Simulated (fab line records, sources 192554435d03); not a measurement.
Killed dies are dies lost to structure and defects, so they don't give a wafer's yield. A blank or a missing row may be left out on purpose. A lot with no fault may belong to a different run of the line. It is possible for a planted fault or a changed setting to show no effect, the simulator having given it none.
Chamber matching | flow n5-finfet | N5_BEOL_M13_ETCH_38 on rie-diel-01 has 4 sister chambers
The step etches SiCN in CF4/N2, target depth 67.5 nm, time 71.9 s. 27 wafers are shown with their chamber, then 12 later ones without.

EACH WAFER AND ITS CHAMBER
wafer  | chamber | drypump-motor-current-A (A) | showerhead-plenum-p-Torr (Torr) | throttle-valve-pct (%)
L077.1 | 2       | 5.67                        | 2.26                            | 15.72
L077.2 | 1       | 6.11                        | 2.23                            | 15.47
L077.5 | 0       | 5.65                        | 2.14                            | 15.08
L076.1 | 2       | 5.67                        | 2.25                            | 15.74
L076.5 | 3       | 5.86                        | 2.25                            | 15.11
L076.6 | 0       | 5.66                        | 2.13                            | 15.09
L080.1 | 0       | 5.69                        | 2.13                            | 15.09
L080.3 | 3       | 5.84                        | 2.24                            | 15.11
L080.4 | 1       | 6.13                        | 2.22                            | 15.48
L081.1 | 3       | 5.85                        | 2.24                            | 15.11
L081.2 | 0       | 5.67                        | 2.13                            | 15.08
L081.4 | 0       | 5.64                        | 2.13                            | 15.08
L079.1 | 0       | 5.67                        | 2.13                            | 15.10
L079.2 | 1       | 6.08                        | 2.22                            | 15.48
L079.3 | 3       | 5.83                        | 2.24                            | 15.12
L082.1 | 3       | 5.83                        | 2.24                            | 15.12
L082.2 | 1       | 6.10                        | 2.22                            | 15.50
L082.5 | 0       | 5.63                        | 2.13                            | 15.09
L085.3 | 0       | 5.69                        | 2.13                            | 15.11
L085.5 | 3       | 5.86                        | 2.24                            | 15.13
L085.6 | 0       | 5.69                        | 2.13                            | 15.13
L087.4 | 0       | 5.68                        | 2.13                            | 15.09
L087.5 | 1       | 6.09                        | 2.22                            | 15.52
L087.6 | 0       | 5.68                        | 2.13                            | 15.11
L090.1 | 3       | 5.85                        | 2.24                            | 15.18
L090.2 | 2       | 5.68                        | 2.25                            | 15.27
L090.4 | 0       | 5.68                        | 2.13                            | 15.13

SIGNATURES (means of the wafers above)
reading                  | chamber 0 | chamber 1 | chamber 2 | chamber 3 | scatter within a chamber
drypump-motor-current-A  | 5.6692    | 6.1020    | 5.6733    | 5.8457    | 0.0175
showerhead-plenum-p-Torr | 2.1308    | 2.2220    | 2.2533    | 2.2414    | 0.00375
throttle-valve-pct       | 15.0983   | 15.4900   | 15.5767   | 15.1257   | 0.0808
Rule: a wafer's distance from a chamber is the root of the sum, over the readings, of the square of ((its reading less the chamber's mean) divided by the reading's scatter). If the next closest chamber is less than 2 further off than the closest, the wafer can't be placed; otherwise it belongs to the closest. How the scatter is found: for the shown wafers, subtract from each reading the mean of its chamber, square and add these, divide the total by (wafers less chambers), then take the root.

WAFERS WITH NO CHAMBER GIVEN
wafer  | drypump-motor-current-A (A) | showerhead-plenum-p-Torr (Torr) | throttle-valve-pct (%)
L094.1 | 6.09                        | 2.22                            | 15.52
L094.2 | 5.64                        | 2.13                            | 15.14
L094.3 | 5.84                        | 2.23                            | 15.15
L094.4 | 5.67                        | 2.25                            | 15.29
L094.5 | 5.68                        | 2.25                            | 15.30
L094.6 | 6.11                        | 2.22                            | 15.52
L092.3 | 5.66                        | 2.25                            | 15.29
L092.4 | 5.84                        | 2.24                            | 15.15
L092.5 | 5.86                        | 2.23                            | 15.17
L097.1 | 5.87                        | 2.23                            | 15.19
L097.3 | 5.67                        | 2.12                            | 15.13
L097.5 | 5.66                        | 2.12                            | 15.17

THE CHAMBER EACH PASSED THROUGH
wafer  | from the rows above | in truth
L094.1 | 1                   | 1
L094.2 | 0                   | 0
L094.3 | 3                   | 3
L094.4 | 2                   | 2
L094.5 | 2                   | 2
L094.6 | 1                   | 1
L092.3 | 2                   | 2
L092.4 | 3                   | 3
L092.5 | 3                   | 3
L097.1 | 3                   | 3
L097.3 | 0                   | 0
L097.5 | 0                   | 0
12 of 12 placed correctly. Left unplaced by these rows: 0. Wrongly placed: 0.
